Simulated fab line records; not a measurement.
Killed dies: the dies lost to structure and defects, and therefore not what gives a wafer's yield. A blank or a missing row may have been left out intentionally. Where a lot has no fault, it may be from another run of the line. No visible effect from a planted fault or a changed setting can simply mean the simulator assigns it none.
Problem report, 8D (eight disciplines) form, completed by code / flow n5-finfet / the parts of the form that need people (team, actions taken, sign-off) are left out

== 1. WHAT WENT WRONG ==
At N5_PASSIVATION_PROBE_49, killed_at_M0_to_M3 averages 124 over 6 wafers from 2 lots, while fault-free wafers read 34, standard deviation 11. Measured from the usual mean, that is +8.2 standard deviations.
First seen on wafer L882.1, day 17 16:28, on prober-02. Wafers with a number at this step in the record: 6, from 2 lots. The rule behind "out" and "out of limits": a value lying over 4 standard deviations away from the usual mean. The rest of the wafers with a number are treated as sound.

== 2. WHAT IT IS, AND WHAT IT ISN'T ==
question=which readings at this step; is=killed_at_M0_to_M3; is not=killed_at_M4_up, killed-at-contacts, killed-at-other, killed-open, killed-short, sort_bin_4_leakage, sort_bin_6_memory, sort_bin_8_speed
question=which lots; is=L882, L885; is not=-
question=which wafers of those lots; is=all that have a number; is not=-
question=read on which tools; is=prober-01, prober-02; is not=-
question=when; is=from day 17 16:28; is not=up to then (0 sound wafers)

== 3. SUSPECTS, AND WHAT RULES EACH OUT ==
Counting: any tool at a process step up to the reading is kept as a suspect provided that every lot that is out went through it and no sound lot did after the first of them.
- pvd-sputter-02 at N5_BEOL_M1_SPUTTER_90 (material Cu, target thk 4.5 nm, time 8.29 s): kept. It ran every lot that is out, first L882 (day 12 00:56), and no sound lot after that.
- rie-metal-01 at N5_PASSIVATION_AL_ETCH_33 (etches Al in Cl2/BCl3, stops on TaN, target depth 2800 nm, time 466.7 s): kept. It ran every lot that is out, first L882 (day 17 11:40), and no sound lot after that.
What counting leaves: pvd-sputter-02 at N5_BEOL_M1_SPUTTER_90 and rie-metal-01 at N5_PASSIVATION_AL_ETCH_33.

== 4. THE CAUSE (what the simulator had put in) ==
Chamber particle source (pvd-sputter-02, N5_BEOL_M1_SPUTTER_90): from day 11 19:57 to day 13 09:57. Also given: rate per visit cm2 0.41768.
2 suspects survive the count, and this tool is in that group.

== 5. THE CHAIN OF EFFECTS, in route order ==
Each row: a reading where the mean over the struck wafers with a number is more than 3 standard deviations away from the usual. Readings are gone through only where the record gives a usual standard deviation; hours: the median, over the lots, of the time from a lot's start at the first step in this table giving one to that lot's start at this step; sigmas: the change measured in usual standard deviations.
hours=0; step=N5_PASSIVATION_PROBE_49; reading=defect-limited-yield; usual=91.2 %; on struck wafers=83.6; change=-7.6; sigmas=-4.8
hours=0; step=N5_PASSIVATION_PROBE_49; reading=killed_at_M0_to_M3; usual=34; on struck wafers=124; change=+90; sigmas=+8.2
hours=0; step=N5_PASSIVATION_PROBE_49; reading=killed-dies; usual=104; on struck wafers=194; change=+90; sigmas=+4.7
hours=0; step=N5_PASSIVATION_PROBE_49; reading=sort_bin_5_function; usual=5.3 %; on struck wafers=10.9; change=+5.6; sigmas=+5.1
hours=0; step=N5_PASSIVATION_PROBE_49; reading=sort-n-pass; usual=1076; on struck wafers=986; change=-90; sigmas=-4.7
hours=0; step=N5_PASSIVATION_PROBE_49; reading=sort-yield-pct; usual=91.2 %; on struck wafers=83.6; change=-7.6; sigmas=-4.8
It contains these process steps:
- N5_PASSIVATION_PROBE_49

== 6. WHAT WOULD HAVE CAUGHT IT SOONER ==
The fault began at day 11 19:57; the first out-of-limits reading in this record came at day 17 16:28, 141 hours later.
No tool reading at N5_BEOL_M1_SPUTTER_90 that has a usual standard deviation in the record was out on any struck wafer, so an alarm limit of 4 standard deviations on those readings would not have fired.
Lots out: 2; all had begun N5_BEOL_M1_SPUTTER_90 on pvd-sputter-02 by day 17 16:28. None of them would have been spared by holding the tool at that moment.
